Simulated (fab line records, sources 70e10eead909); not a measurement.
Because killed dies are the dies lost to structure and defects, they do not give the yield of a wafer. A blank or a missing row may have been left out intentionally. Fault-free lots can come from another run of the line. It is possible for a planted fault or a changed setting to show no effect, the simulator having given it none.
Chamber matching ; flow nand_harc ; NHARC_A_STAIRCASE_ETCH_444 on rie_diel-06: 4 sister chambers
The step etches the open film in C4F8/O2, target depth 10200 nm, time 3400 s. 8 wafers are shown with their chamber, then 11 later ones without.

## EACH WAFER AND ITS CHAMBER
wafer;chamber;rf_vpp_V (V);oes_product_au (a.u.)
L084.3;1;809;0.938
L086.1;1;807;0.933
L085.1;2;814;0.930
L085.5;0;812;0.923
L088.1;0;812;0.936
L088.3;2;814;0.930
L088.4;3;814;0.925
L094.1;3;813;0.934

## WAFERS WHOSE CHAMBER IS MISSING
wafer;rf_vpp_V (V);oes_product_au (a.u.)
L094.2;812;0.956
L094.5;807;0.948
L094.3;807;0.948
L094.4;814;0.948
L094.6;812;0.957
L093.2;811;0.952
L093.4;808;0.941
L093.6;816;0.952
L097.1;806;0.965
L097.4;813;0.976
L097.5;812;0.986

## EACH ONE'S CHAMBER
wafer;from the rows above;in truth
L094.2;can't be placed: 0 or 3 or 2 or 1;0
L094.5;1;1
L094.3;1;1
L094.4;can't be placed: 2 or 3 or 0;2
L094.6;can't be placed: 0 or 3 or 2 or 1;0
L093.2;can't be placed: 0 or 1 or 3 or 2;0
L093.4;1;1
L093.6;can't be placed: 2 or 3 or 0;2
L097.1;1;1
L097.4;can't be placed: 2 or 3 or 0 or 1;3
L097.5;can't be placed: 0 or 3 or 2 or 1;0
Correct placement for 4 of the 11. Cannot be placed on the basis of these rows: 7; the candidates contain the true chamber in 7. Wrongly placed: 0.
How it was worked out, from the rows above alone: a wafer's distance from a chamber is the root of the sum, over the readings, of the square of ((its reading less the chamber's mean) divided by the reading's scatter). If the next closest chamber is less than 2 further off than the closest, the wafer can't be placed; otherwise it belongs to the closest. A chamber's mean is the mean of its shown wafers. The scatter: take each reading less its chamber's mean, square it, sum over the shown wafers, divide by the number of wafers less the number of chambers, and take the root.
